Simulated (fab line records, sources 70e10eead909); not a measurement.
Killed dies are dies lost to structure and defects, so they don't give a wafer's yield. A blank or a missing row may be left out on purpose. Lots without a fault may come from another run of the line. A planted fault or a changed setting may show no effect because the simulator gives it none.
Which tool did it? | flow nand_harc | 23 lots, 69 wafers sampled, at 6 steps of a route of 1302

WHAT THE GAUGES READ, wafer by wafer
NHARC_A_CONTACT_CD_MEAS_53. Usual: cd_nm 289.3 nm, standard deviation 0.8.
lot  | measured     | on        | cd_nm (nm)        | flag
L075 | day 22 00:49 | cd_sem-01 | 289.3 288.9 288.4 |
L076 | day 22 09:43 | cd_sem-01 | 288.8 289.3 289.2 |
L074 | day 22 12:19 | cd_sem-02 | 289.9 289.2 290.8 |
L078 | day 23 13:23 | cd_sem-01 | 290.1 290.4 290.0 |
L079 | day 24 05:35 | cd_sem-01 | 290.4 289.9 290.2 |
L080 | day 24 16:58 | cd_sem-03 | 288.5 288.3 288.9 |
L081 | day 25 00:21 | cd_sem-02 | 289.6 289.5 289.5 |
L083 | day 25 11:08 | cd_sem-02 | 289.3 289.7 290.0 |
L082 | day 25 16:47 | cd_sem-02 | 290.8 290.6 289.6 |
L085 | day 26 03:08 | cd_sem-03 | 287.4 287.7 287.8 |
L084 | day 26 04:07 | cd_sem-01 | 290.3 290.1 289.6 |
L087 | day 26 13:25 | cd_sem-02 | 289.9 290.1 290.8 |
L086 | day 26 23:09 | cd_sem-01 | 289.1 288.7 288.5 |
L088 | day 27 13:24 | cd_sem-02 | 288.1 289.1 288.3 |
L089 | day 27 14:26 | cd_sem-02 | 288.1 288.2 288.0 |
L091 | day 28 20:01 | cd_sem-03 | 288.0 287.8 288.4 |
L090 | day 28 20:26 | cd_sem-03 | 288.9 289.5 289.0 |
L094 | day 29 19:13 | cd_sem-03 | 288.5 288.6 287.8 |
L092 | day 29 19:27 | cd_sem-02 | 289.9 290.6 289.8 |
L093 | day 30 01:35 | cd_sem-03 | 289.6 289.5 289.4 |
L095 | day 30 19:56 | cd_sem-03 | 290.3 289.8 290.3 |
L096 | day 30 21:13 | cd_sem-03 | 289.6 289.4 289.5 |
L097 | day 31 05:41 | cd_sem-03 | 288.3 288.9 288.7 |

NHARC_A_BLC_CD_MEAS_19. Usual: cd_nm 99.0 nm, standard deviation 1.9.
lot  | measured     | on        | cd_nm (nm)        | flag
L075 | day 23 02:49 | cd_sem-02 | 96.8 99.9 101.5   |
L076 | day 23 12:14 | cd_sem-02 | 95.2 97.7 97.1    |
L074 | day 23 11:46 | cd_sem-03 | 97.6 98.9 99.5    |
L078 | day 24 12:19 | cd_sem-03 | 99.7 97.8 100.4   |
L079 | day 25 08:35 | cd_sem-01 | 99.0 98.7 96.0    |
L080 | day 25 18:04 | cd_sem-03 | 100.1 97.8 97.4   |
L081 | day 25 23:09 | cd_sem-01 | 102.7 101.4 101.0 |
L083 | day 26 14:54 | cd_sem-02 | 100.0 99.9 97.6   |
L082 | day 26 19:24 | cd_sem-03 | 100.0 95.7 97.9   |
L085 | day 27 01:01 | cd_sem-01 | 97.4 97.7 100.1   |
L084 | day 27 03:05 | cd_sem-02 | 98.1 98.8 97.1    |
L087 | day 27 12:22 | cd_sem-03 | 98.8 97.5 95.9    |
L086 | day 27 20:48 | cd_sem-02 | 92.7 97.5 97.0    |
L088 | day 28 13:36 | cd_sem-01 | 99.0 96.6 95.4    |
L089 | day 28 13:40 | cd_sem-02 | 97.9 101.6 98.2   |
L091 | day 30 01:20 | cd_sem-02 | 99.6 96.0 100.4   |
L090 | day 30 04:40 | cd_sem-02 | 98.0 97.1 100.6   |
L094 | day 30 17:16 | cd_sem-02 | 101.6 101.4 98.8  |
L092 | day 30 19:35 | cd_sem-03 | 99.6 98.5 97.2    |
L093 | day 31 02:19 | cd_sem-02 | 100.2 99.3 103.4  |
L095 | day 31 20:55 | cd_sem-01 | 99.8 98.1 99.9    |
L096 | day 31 21:26 | cd_sem-01 | 102.1 97.5 101.6  |
L097 | day 32 07:35 | cd_sem-01 | 104.1 99.1 99.5   |

WHICH TOOL RAN EACH LOT (tool, then ch and the chambers of the sampled wafers, then the start)
lot  | NHARC_A_CONTACT_ETCH_102           | NHARC_A_CONTACT_DESCUM_74          | NHARC_A_CONTACT_ETCH_88            | NHARC_A_BLC_ETCH_16
L075 | rie_diel-08 ch 0,1,2, day 22 01:07 | rie_diel-08 ch 1,2,3, day 22 09:49 | rie_diel-08 ch 0,1,3, day 22 18:49 | rie_diel-05 ch 0,3, day 23 01:46
L076 | rie_diel-02 ch 0,2, day 22 10:00   | rie_diel-02 ch 1,2,3, day 22 16:50 | rie_diel-08 ch 0,1, day 23 04:46   | rie_diel-05 ch 0,1,3, day 23 11:11
L074 | rie_diel-02 ch 0,2,3, day 22 12:37 | rie_diel-02 ch 0,1,2, day 22 19:55 | rie_diel-08 ch 0,1, day 23 03:34   | rie_diel-07 ch 0,2,3, day 23 10:54
L078 | rie_diel-08 ch 0,1,2, day 23 13:40 | rie_diel-13 ch 0,3, day 23 20:10   | rie_diel-08 ch 1,3, day 24 05:14   | rie_diel-07 ch 0,1,2, day 24 11:26
L079 | rie_diel-13 ch 1,2, day 24 05:53   | rie_diel-13 ch 1,2,3, day 24 14:29 | rie_diel-08 ch 0,2,3, day 25 01:05 | rie_diel-07 ch 2,3, day 25 07:42
L080 | rie_diel-08 ch 0,1,3, day 24 17:15 | rie_diel-13 ch 0,1,2, day 25 01:54 | rie_diel-02 ch 0,1,3, day 25 10:53 | rie_diel-05 ch 0,2,3, day 25 17:10
L081 | rie_diel-08 ch 0,2, day 25 00:40   | rie_diel-08 ch 2,3, day 25 05:59   | rie_diel-08 ch 0,1,3, day 25 15:58 | rie_diel-07 ch 1,2, day 25 22:16
L083 | rie_diel-08 ch 1,2,3, day 25 11:26 | rie_diel-08 ch 0,2,3, day 25 17:47 | rie_diel-13 ch 0,2,3, day 26 04:21 | rie_diel-10 ch 0,2,3, day 26 13:59
L082 | rie_diel-02 ch 0,2,3, day 25 17:06 | rie_diel-13 ch 0,1,3, day 26 00:32 | rie_diel-08 ch 0,1,2, day 26 11:58 | rie_diel-05 ch 0,1,3, day 26 18:21
L085 | rie_diel-08 ch 0,2,3, day 26 03:26 | rie_diel-02 ch 0,2,3, day 26 09:14 | rie_diel-08 ch 0,2,3, day 26 17:49 | rie_diel-07 ch 1,2,3, day 27 00:08
L084 | rie_diel-08 ch 0,1,3, day 26 04:26 | rie_diel-02 ch 1,2, day 26 10:31   | rie_diel-08 ch 1,3, day 26 19:53   | rie_diel-07 ch 2,3, day 27 02:13
L087 | rie_diel-13 ch 0,2,3, day 26 13:43 | rie_diel-13 ch 0,1, day 26 21:02   | rie_diel-08 ch 0,1, day 27 05:10   | rie_diel-05 ch 0,1,2, day 27 11:28
L086 | rie_diel-02 ch 0,3, day 26 23:27   | rie_diel-02 ch 2,3, day 27 05:43   | rie_diel-13 ch 1,2, day 27 13:37   | rie_diel-05 ch 0,2,3, day 27 19:55
L088 | rie_diel-08 ch 1,2, day 27 13:42   | rie_diel-08 ch 2,3, day 27 18:35   | rie_diel-08 ch 1,2, day 28 02:27   | rie_diel-10 ch 2,3, day 28 12:43
L089 | rie_diel-08 ch 1,2, day 27 14:44   | rie_diel-02 ch 1,2, day 27 19:31   | rie_diel-13 ch 0,2,3, day 28 04:09 | rie_diel-05 ch 1,2,3, day 28 12:47
L091 | rie_diel-08 ch 0,1, day 28 20:19   | rie_diel-08 ch 0,2,3, day 29 05:53 | rie_diel-08 ch 2,3, day 29 18:15   | rie_diel-07 ch 0,2,3, day 30 00:27
L090 | rie_diel-02 ch 1,2, day 28 20:53   | rie_diel-02 ch 0,1,2, day 29 07:45 | rie_diel-02 ch 1,2,3, day 29 21:23 | rie_diel-07 ch 1,2,3, day 30 03:48
L094 | rie_diel-08 ch 0,2,3, day 29 19:31 | rie_diel-08 ch 0,2,3, day 30 02:26 | rie_diel-08 ch 0,3, day 30 10:13   | rie_diel-05 ch 1,2,3, day 30 16:23
L092 | rie_diel-13 ch 0,2,3, day 29 19:44 | rie_diel-02 ch 0,1,3, day 30 02:49 | rie_diel-02 ch 0,1,3, day 30 12:04 | rie_diel-05 ch 0,1,2, day 30 18:22
L093 | rie_diel-08 ch 1,2, day 30 01:53   | rie_diel-02 ch 2,3, day 30 07:59   | rie_diel-08 ch 0,3, day 30 18:37   | rie_diel-10 ch 1,3, day 31 01:16
L095 | rie_diel-13 ch 0,1,3, day 30 20:14 | rie_diel-13 ch 0,1,2, day 31 03:04 | rie_diel-08 ch 0,2,3, day 31 13:09 | rie_diel-07 ch 1,2,3, day 31 19:39
L096 | rie_diel-08 ch 0,2, day 30 21:31   | rie_diel-13 ch 0,1,2, day 31 03:47 | rie_diel-08 ch 1,2,3, day 31 14:04 | rie_diel-10 ch 0,1,3, day 31 20:34
L097 | rie_diel-02 ch 0,1,2, day 31 06:06 | rie_diel-02 ch 0,1,3, day 31 10:54 | rie_diel-13 ch 0,1,3, day 31 21:32 | rie_diel-10 ch 1,2,3, day 32 06:43
- NHARC_A_CONTACT_ETCH_102: etches the open film in CF4/O2, target depth 100 nm, overetch 10 nm, time 55 s.
- NHARC_A_CONTACT_DESCUM_74: chemistry O2, time 3 s.
- NHARC_A_CONTACT_ETCH_88: etches the open film in CF4, target depth 39 nm, time 65 s.
- NHARC_A_BLC_ETCH_16: etches the open film in CF4, target depth 39 nm, time 65 s.

WHAT THE TOOLS THEMSELVES READ (means of the sampled wafers that have a number; where no wafer has one, the mark that the record gives instead)
NHARC_A_CONTACT_ETCH_102. Usual: drypump_motor_current_A 5.8 A, standard deviation 0.44; oes_product_au 1.001 a.u., standard deviation 0.011; rf_vpp_V 197.6 V, standard deviation 1.3; showerhead_plenum_p_Torr 1.32 Torr, standard deviation 0.055; throttle_valve_pct 13.398 %, standard deviation 0.0084.
lot  | tool        | drypump_motor_current_A (A) | oes_product_au (a.u.) | rf_vpp_V (V) | showerhead_plenum_p_Torr (Torr) | throttle_valve_pct (%) | flag
L075 | rie_diel-08 | 6.2                         | 1.006                 | 197.2        | 1.28                            | 13.401                 |
L076 | rie_diel-02 | 5.3                         | 1.003                 | 198.1        | 1.34                            | 13.394                 |
L074 | rie_diel-02 | 5.1                         | 0.993                 | 198.0        | 1.35                            | 13.401                 |
L078 | rie_diel-08 | 6.1                         | 1.004                 | 197.1        | 1.28                            | 13.399                 |
L079 | rie_diel-13 | 5.5                         | 0.997                 | 196.9        | 1.29                            | 13.400                 |
L080 | rie_diel-08 | 6.0                         | 0.996                 | 197.2        | 1.32                            | 13.393                 |
L081 | rie_diel-08 | 6.2                         | 0.995                 | 197.0        | 1.28                            | 13.406                 |
L083 | rie_diel-08 | 5.9                         | 0.997                 | 197.0        | 1.30                            | 13.396                 |
L082 | rie_diel-02 | 5.1                         | 1.010                 | 198.4        | 1.34                            | 13.399                 |
L085 | rie_diel-08 | 6.1                         | 0.993                 | 197.2        | 1.30                            | 13.400                 |
L084 | rie_diel-08 | 6.0                         | 1.002                 | 197.4        | 1.32                            | 13.398                 |
L087 | rie_diel-13 | 5.6                         | 1.008                 | 197.8        | 1.33                            | 13.402                 |
L086 | rie_diel-02 | 5.0                         | 1.005                 | 198.3        | 1.35                            | 13.393                 |
L088 | rie_diel-08 | 6.0                         | 0.992                 | 197.0        | 1.28                            | 13.397                 |
L089 | rie_diel-08 | 6.1                         | 1.012                 | 197.1        | 1.27                            | 13.394                 |
L091 | rie_diel-08 | 6.1                         | 0.984                 | 196.3        | 1.30                            | 13.395                 |
L090 | rie_diel-02 | 6.1                         | 1.000                 | 199.1        | 1.39                            | 13.408                 |
L094 | rie_diel-08 | 6.0                         | 1.000                 | 196.4        | 1.30                            | 13.398                 |
L092 | rie_diel-13 | 5.6                         | 1.010                 | 197.4        | 1.32                            | 13.397                 |
L093 | rie_diel-08 | 6.1                         | 0.999                 | 196.6        | 1.27                            | 13.391                 |
L095 | rie_diel-13 | 5.8                         | 1.010                 | 197.8        | 1.35                            | 13.391                 |
L096 | rie_diel-08 | 6.2                         | 1.005                 | 196.7        | 1.27                            | 13.398                 |
L097 | rie_diel-02 | 5.7                         | 0.992                 | 199.0        | 1.36                            | 13.395                 |

NHARC_A_CONTACT_DESCUM_74. Usual: drypump_motor_current_A 5.7 A, standard deviation 0.5; oes_product_au 1.002 a.u., standard deviation 0.0098; rf_vpp_V 57.8 V, standard deviation 0.92; showerhead_plenum_p_Torr 1.91 Torr, standard deviation 0.082; throttle_valve_pct 11.311 %, standard deviation 0.01.
lot  | tool        | drypump_motor_current_A (A) | oes_product_au (a.u.) | rf_vpp_V (V) | showerhead_plenum_p_Torr (Torr) | throttle_valve_pct (%) | flag
L075 | rie_diel-08 | 5.9                         | 1.005                 | 57.7         | 1.87                            | 11.296                 |
L076 | rie_diel-02 | 5.5                         | 0.997                 | 58.2         | 1.96                            | 11.308                 |
L074 | rie_diel-02 | 5.7                         | 0.999                 | 58.1         | 1.97                            | 11.304                 |
L078 | rie_diel-13 | 5.8                         | 1.010                 | 58.3         | 1.92                            | 11.311                 |
L079 | rie_diel-13 | 5.5                         | 1.005                 | 58.5         | 1.94                            | 11.315                 |
L080 | rie_diel-13 | 5.8                         | 1.002                 | 57.4         | 1.86                            | 11.313                 |
L081 | rie_diel-08 | 6.0                         | 1.005                 | 56.9         | 1.84                            | 11.306                 |
L083 | rie_diel-08 | 6.0                         | 0.994                 | 57.6         | 1.86                            | 11.313                 |
L082 | rie_diel-13 | 5.8                         | 1.008                 | 59.0         | 1.95                            | 11.314                 |
L085 | rie_diel-02 | 5.1                         | 1.009                 | 57.5         | 1.92                            | 11.312                 |
L084 | rie_diel-02 | 5.7                         | 1.010                 | 57.8         | 1.94                            | 11.317                 |
L087 | rie_diel-13 | 5.9                         | 1.003                 | 57.6         | 1.90                            | 11.314                 |
L086 | rie_diel-02 | 5.2                         | 1.010                 | 57.4         | 1.90                            | 11.304                 |
L088 | rie_diel-08 | 5.8                         | 1.008                 | 57.6         | 1.89                            | 11.320                 |
L089 | rie_diel-02 | 6.1                         | 1.000                 | 57.2         | 2.00                            | 11.315                 |
L091 | rie_diel-08 | 6.0                         | 1.001                 | 58.0         | 1.86                            | 11.314                 |
L090 | rie_diel-02 | 5.7                         | 0.998                 | 57.3         | 1.96                            | 11.312                 |
L094 | rie_diel-08 | 6.0                         | 0.990                 | 57.6         | 1.86                            | 11.307                 |
L092 | rie_diel-02 | 5.4                         | 0.999                 | 58.0         | 1.96                            | 11.317                 |
L093 | rie_diel-02 | 5.2                         | 1.011                 | 57.3         | 1.89                            | 11.313                 |
L095 | rie_diel-13 | 5.8                         | 1.008                 | 57.9         | 1.84                            | 11.310                 |
L096 | rie_diel-13 | 5.7                         | 1.006                 | 58.0         | 1.84                            | 11.308                 |
L097 | rie_diel-02 | 5.5                         | 0.998                 | 58.1         | 1.96                            | 11.311                 |

NHARC_A_CONTACT_ETCH_88. Usual: drypump_motor_current_A 5.9 A, standard deviation 0.4; oes_product_au 1.001 a.u., standard deviation 0.0098; rf_vpp_V 151.0 V, standard deviation 1; showerhead_plenum_p_Torr 1.74 Torr, standard deviation 0.058; throttle_valve_pct 13.284 %, standard deviation 0.0089.
lot  | tool        | drypump_motor_current_A (A) | oes_product_au (a.u.) | rf_vpp_V (V) | showerhead_plenum_p_Torr (Torr) | throttle_valve_pct (%) | flag
L075 | rie_diel-08 | 6.0                         | 1.002                 | 152.0        | 1.75                            | 13.280                 |
L076 | rie_diel-08 | 6.2                         | 1.007                 | 151.4        | 1.73                            | 13.290                 |
L074 | rie_diel-08 | 6.1                         | 1.016                 | 150.5        | 1.73                            | 13.281                 |
L078 | rie_diel-08 | 5.9                         | 0.989                 | 151.2        | 1.75                            | 13.284                 |
L079 | rie_diel-08 | 6.0                         | 1.004                 | 150.9        | 1.73                            | 13.289                 |
L080 | rie_diel-02 | 5.4                         | 1.000                 | 151.2        | 1.82                            | 13.278                 |
L081 | rie_diel-08 | 6.0                         | 0.993                 | 151.9        | 1.75                            | 13.286                 |
L083 | rie_diel-13 | 5.6                         | 1.002                 | 150.8        | 1.76                            | 13.285                 |
L082 | rie_diel-08 | 6.1                         | 0.992                 | 150.8        | 1.70                            | 13.279                 |
L085 | rie_diel-08 | 6.0                         | 0.993                 | 151.2        | 1.72                            | 13.281                 |
L084 | rie_diel-08 | 5.8                         | 0.998                 | 151.3        | 1.77                            | 13.285                 |
L087 | rie_diel-08 | 6.2                         | 0.991                 | 150.6        | 1.72                            | 13.290                 |
L086 | rie_diel-13 | 5.7                         | 1.008                 | 151.1        | 1.74                            | 13.279                 |
L088 | rie_diel-08 | 6.0                         | 1.003                 | 149.9        | 1.68                            | 13.287                 |
L089 | rie_diel-13 | 5.6                         | 1.014                 | 150.8        | 1.75                            | 13.290                 |
L091 | rie_diel-08 | 5.8                         | 1.000                 | 151.2        | 1.75                            | 13.287                 |
L090 | rie_diel-02 | 5.5                         | 1.000                 | 151.6        | 1.79                            | 13.286                 |
L094 | rie_diel-08 | 5.9                         | 0.998                 | 151.8        | 1.77                            | 13.284                 |
L092 | rie_diel-02 | 5.4                         | 1.003                 | 151.7        | 1.81                            | 13.277                 |
L093 | rie_diel-08 | 5.9                         | 0.999                 | 151.7        | 1.77                            | 13.280                 |
L095 | rie_diel-08 | 6.0                         | 0.993                 | 151.0        | 1.72                            | 13.284                 |
L096 | rie_diel-08 | 5.9                         | 1.002                 | 149.9        | 1.72                            | 13.287                 |
L097 | rie_diel-13 | 5.8                         | 1.002                 | 151.1        | 1.79                            | 13.284                 |

NHARC_A_BLC_ETCH_16. Usual: drypump_motor_current_A 5.7 A, standard deviation 0.38; oes_product_au 0.998 a.u., standard deviation 0.012; rf_vpp_V 150.9 V, standard deviation 1.2; showerhead_plenum_p_Torr 1.73 Torr, standard deviation 0.066; throttle_valve_pct 13.282 %, standard deviation 0.0094.
lot  | tool        | drypump_motor_current_A (A) | oes_product_au (a.u.) | rf_vpp_V (V) | showerhead_plenum_p_Torr (Torr) | throttle_valve_pct (%) | flag
L075 | rie_diel-05 | 5.8                         | 0.990                 | 151.5        | 1.78                            | 13.282                 |
L076 | rie_diel-05 | 5.6                         | 0.993                 | 151.2        | 1.75                            | 13.273                 |
L074 | rie_diel-07 | 6.0                         | 1.015                 | 150.5        | 1.72                            | 13.279                 |
L078 | rie_diel-07 | 6.0                         | 1.001                 | 151.0        | 1.77                            | 13.284                 |
L079 | rie_diel-07 | 6.2                         | 1.004                 | 150.8        | 1.72                            | 13.276                 |
L080 | rie_diel-05 | 5.5                         | 0.993                 | 151.1        | 1.78                            | 13.280                 |
L081 | rie_diel-07 | 6.2                         | 1.000                 | 151.7        | 1.80                            | 13.277                 |
L083 | rie_diel-10 | 5.5                         | 1.003                 | 150.4        | 1.68                            | 13.287                 |
L082 | rie_diel-05 | 5.5                         | 0.992                 | 151.2        | 1.75                            | 13.292                 |
L085 | rie_diel-07 | 6.2                         | 0.992                 | 151.5        | 1.78                            | 13.281                 |
L084 | rie_diel-07 | 6.2                         | 0.993                 | 151.7        | 1.75                            | 13.285                 |
L087 | rie_diel-05 | 5.4                         | 0.981                 | 150.2        | 1.72                            | 13.277                 |
L086 | rie_diel-05 | 5.4                         | 0.993                 | 151.7        | 1.78                            | 13.287                 |
L088 | rie_diel-10 | 5.4                         | 1.014                 | 150.2        | 1.67                            | 13.282                 |
L089 | rie_diel-05 | 5.2                         | 0.988                 | 151.1        | 1.75                            | 13.282                 |
L091 | rie_diel-07 | 6.0                         | 1.011                 | 151.2        | 1.71                            | 13.276                 |
L090 | rie_diel-07 | 6.2                         | 1.001                 | 151.0        | 1.77                            | 13.287                 |
L094 | rie_diel-05 | 5.2                         | 0.988                 | 151.1        | 1.74                            | 13.292                 |
L092 | rie_diel-05 | 5.4                         | 0.981                 | 150.0        | 1.71                            | 13.282                 |
L093 | rie_diel-10 | 5.5                         | 1.015                 | 149.8        | 1.68                            | 13.289                 |
L095 | rie_diel-07 | 6.2                         | 0.995                 | 150.8        | 1.77                            | 13.276                 |
L096 | rie_diel-10 | 5.7                         | 1.006                 | 150.3        | 1.69                            | 13.288                 |
L097 | rie_diel-10 | 5.5                         | 1.001                 | 151.2        | 1.69                            | 13.275                 |

THE ANSWER, worked out from the rows above alone
Rule: a lot is off if the mean of its wafers that have a number lies more than 3 standard deviations from the usual mean. A lot without any number at a reading at which 4 lots or more have one is off too. The other lots that the step has rows for count as sound. The gauges are gone through in route order, then the tools' own readings, and for those a lot's mean is taken as printed above. The first step at which some lot is off is used, and at that step the reading that is off furthest; a lot without a number counts as furthest.
No lot is off at any reading shown: from this, nothing can be told.

WHAT THE SIMULATOR HAD PUT IN
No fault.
